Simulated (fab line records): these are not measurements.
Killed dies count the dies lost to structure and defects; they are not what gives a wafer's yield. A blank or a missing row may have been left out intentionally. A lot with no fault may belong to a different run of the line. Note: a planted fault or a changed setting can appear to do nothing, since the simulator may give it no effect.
Split-lot experiment :: flow n5_finfet :: 7 lots, 39 wafers read, on a route of 1938 steps

THE SPLIT
At N5_WELL_APT_IMPLANT_14, the setting energy_kev was moved away from the recipe's 160 on 12 of the 39 wafers read, by -7.9% to -4.7%. All remaining wafers had this setting at the recipe value.

The split's own step is where the reading is taken.

THE READING
The simulator's own value implant.drp_nm, read by no gauge, in nm at N5_WELL_APT_IMPLANT_14. The file gives no usual value for it.

wafer: L078.1
tool, chamber at the split: implanter-01, 0
energy_kev as run: 160
against the recipe: recipe
implant.drp_nm, nm: 65.9
against lot-mates on the recipe: -

wafer: L078.2
tool, chamber at the split: implanter-01, 0
energy_kev as run: 160
against the recipe: recipe
implant.drp_nm, nm: 65.9
against lot-mates on the recipe: -

wafer: L078.3
tool, chamber at the split: implanter-01, 0
energy_kev as run: 160
against the recipe: recipe
implant.drp_nm, nm: 65.9
against lot-mates on the recipe: -

wafer: L078.4
tool, chamber at the split: implanter-01, 0
energy_kev as run: 160
against the recipe: recipe
implant.drp_nm, nm: 65.9
against lot-mates on the recipe: -

wafer: L078.5
tool, chamber at the split: implanter-01, 0
energy_kev as run: 160
against the recipe: recipe
implant.drp_nm, nm: 65.9
against lot-mates on the recipe: -

wafer: L078.6
tool, chamber at the split: implanter-01, 0
energy_kev as run: 160
against the recipe: recipe
implant.drp_nm, nm: 65.9
against lot-mates on the recipe: -

wafer: L079.1
tool, chamber at the split: implanter-02, 0
energy_kev as run: 147.3
against the recipe: -7.9%
implant.drp_nm, nm: 61.92
against lot-mates on the recipe: -3.98

wafer: L079.2
tool, chamber at the split: implanter-02, 0
energy_kev as run: 147.3
against the recipe: -7.9%
implant.drp_nm, nm: 61.92
against lot-mates on the recipe: -3.98

wafer: L079.6
tool, chamber at the split: implanter-02, 0
energy_kev as run: 147.3
against the recipe: -7.9%
implant.drp_nm, nm: 61.92
against lot-mates on the recipe: -3.98

wafer: L079.3
tool, chamber at the split: implanter-02, 0
energy_kev as run: 160
against the recipe: recipe
implant.drp_nm, nm: 65.9
against lot-mates on the recipe: -

wafer: L079.4
tool, chamber at the split: implanter-02, 0
energy_kev as run: 160
against the recipe: recipe
implant.drp_nm, nm: 65.9
against lot-mates on the recipe: -

wafer: L079.5
tool, chamber at the split: implanter-02, 0
energy_kev as run: 160
against the recipe: recipe
implant.drp_nm, nm: 65.9
against lot-mates on the recipe: -

wafer: L080.1
tool, chamber at the split: implanter-01, 0
energy_kev as run: 151
against the recipe: -5.6%
implant.drp_nm, nm: 63.12
against lot-mates on the recipe: -2.78

wafer: L080.3
tool, chamber at the split: implanter-01, 0
energy_kev as run: 151
against the recipe: -5.6%
implant.drp_nm, nm: 63.12
against lot-mates on the recipe: -2.78

wafer: L080.5
tool, chamber at the split: implanter-01, 0
energy_kev as run: 151
against the recipe: -5.6%
implant.drp_nm, nm: 63.12
against lot-mates on the recipe: -2.78

wafer: L080.2
tool, chamber at the split: implanter-01, 0
energy_kev as run: 160
against the recipe: recipe
implant.drp_nm, nm: 65.9
against lot-mates on the recipe: -

wafer: L080.4
tool, chamber at the split: implanter-01, 0
energy_kev as run: 160
against the recipe: recipe
implant.drp_nm, nm: 65.9
against lot-mates on the recipe: -

wafer: L080.6
tool, chamber at the split: implanter-01, 0
energy_kev as run: 160
against the recipe: recipe
implant.drp_nm, nm: 65.9
against lot-mates on the recipe: -

wafer: L082.3
tool, chamber at the split: implanter-01, 0
energy_kev as run: 160
against the recipe: recipe
implant.drp_nm, nm: 65.9
against lot-mates on the recipe: -

wafer: L082.4
tool, chamber at the split: implanter-01, 0
energy_kev as run: 160
against the recipe: recipe
implant.drp_nm, nm: 65.9
against lot-mates on the recipe: -

wafer: L082.5
tool, chamber at the split: implanter-01, 0
energy_kev as run: 160
against the recipe: recipe
implant.drp_nm, nm: 65.9
against lot-mates on the recipe: -

wafer: L086.1
tool, chamber at the split: implanter-01, 0
energy_kev as run: 160
against the recipe: recipe
implant.drp_nm, nm: 65.9
against lot-mates on the recipe: -

wafer: L086.2
tool, chamber at the split: implanter-01, 0
energy_kev as run: 160
against the recipe: recipe
implant.drp_nm, nm: 65.9
against lot-mates on the recipe: -

wafer: L086.6
tool, chamber at the split: implanter-01, 0
energy_kev as run: 160
against the recipe: recipe
implant.drp_nm, nm: 65.9
against lot-mates on the recipe: -

wafer: L086.3
tool, chamber at the split: implanter-01, 0
energy_kev as run: 152.5
against the recipe: -4.7%
implant.drp_nm, nm: 63.59
against lot-mates on the recipe: -2.31

wafer: L086.4
tool, chamber at the split: implanter-01, 0
energy_kev as run: 152.5
against the recipe: -4.7%
implant.drp_nm, nm: 63.59
against lot-mates on the recipe: -2.31

wafer: L086.5
tool, chamber at the split: implanter-01, 0
energy_kev as run: 152.5
against the recipe: -4.7%
implant.drp_nm, nm: 63.59
against lot-mates on the recipe: -2.31

wafer: L088.1
tool, chamber at the split: implanter-01, 0
energy_kev as run: 160
against the recipe: recipe
implant.drp_nm, nm: 65.9
against lot-mates on the recipe: -

wafer: L088.2
tool, chamber at the split: implanter-01, 0
energy_kev as run: 160
against the recipe: recipe
implant.drp_nm, nm: 65.9
against lot-mates on the recipe: -

wafer: L088.3
tool, chamber at the split: implanter-01, 0
energy_kev as run: 160
against the recipe: recipe
implant.drp_nm, nm: 65.9
against lot-mates on the recipe: -

wafer: L088.4
tool, chamber at the split: implanter-01, 0
energy_kev as run: 160
against the recipe: recipe
implant.drp_nm, nm: 65.9
against lot-mates on the recipe: -

wafer: L088.5
tool, chamber at the split: implanter-01, 0
energy_kev as run: 160
against the recipe: recipe
implant.drp_nm, nm: 65.9
against lot-mates on the recipe: -

wafer: L088.6
tool, chamber at the split: implanter-01, 0
energy_kev as run: 160
against the recipe: recipe
implant.drp_nm, nm: 65.9
against lot-mates on the recipe: -

wafer: L091.1
tool, chamber at the split: implanter-02, 0
energy_kev as run: 160
against the recipe: recipe
implant.drp_nm, nm: 65.9
against lot-mates on the recipe: -

wafer: L091.2
tool, chamber at the split: implanter-02, 0
energy_kev as run: 160
against the recipe: recipe
implant.drp_nm, nm: 65.9
against lot-mates on the recipe: -

wafer: L091.6
tool, chamber at the split: implanter-02, 0
energy_kev as run: 160
against the recipe: recipe
implant.drp_nm, nm: 65.9
against lot-mates on the recipe: -

wafer: L091.3
tool, chamber at the split: implanter-02, 0
energy_kev as run: 148.3
against the recipe: -7.3%
implant.drp_nm, nm: 62.25
against lot-mates on the recipe: -3.65

wafer: L091.4
tool, chamber at the split: implanter-02, 0
energy_kev as run: 148.3
against the recipe: -7.3%
implant.drp_nm, nm: 62.25
against lot-mates on the recipe: -3.65

wafer: L091.5
tool, chamber at the split: implanter-02, 0
energy_kev as run: 148.3
against the recipe: -7.3%
implant.drp_nm, nm: 62.25
against lot-mates on the recipe: -3.65

THE FIT
A straight line over all 39 wafers: implant.drp_nm changes by +0.499 nm for each +1% of energy_kev; r = +1.00; the points scatter about the line by 0.012 nm.
The same after taking each lot's own level away (the mean of its wafers on the recipe; 39 wafers): +0.499 nm for each +1%; r = +1.00; scatter 0.012 nm.
That fit puts the effect of the largest move of energy_kev on the reading at 4 nm.
The lots' own levels span 65.900 to 65.900 nm.
Consequently the slope shifts little with the lot-to-lot level, the two slopes agreeing.
Check: for one of the wafers moved furthest among these (-7.9%), held out of the fit, the line's prediction against its lot-mates is -3.95 nm. Against them it came out at -3.98 nm.

THE WHOLE CHAIN: every reading that the file lists as answering this split, in the file's order
step: N5_WELL_APT_IMPLANT_14
what it does: 
reading: implant.rp_nm (the simulator's own value, which no gauge read)
change (the file's fit): +2.1 nm for each +1% of the setting
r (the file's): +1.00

step: N5_WELL_APT_IMPLANT_14
what it does: 
reading: implant.drp_nm (the simulator's own value, which no gauge read)
change (the file's fit): +0.498 nm for each +1% of the setting
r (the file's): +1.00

FILE'S OWN FIT
implant.drp_nm changes by +0.498 nm for each +1% of energy_kev, r = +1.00.
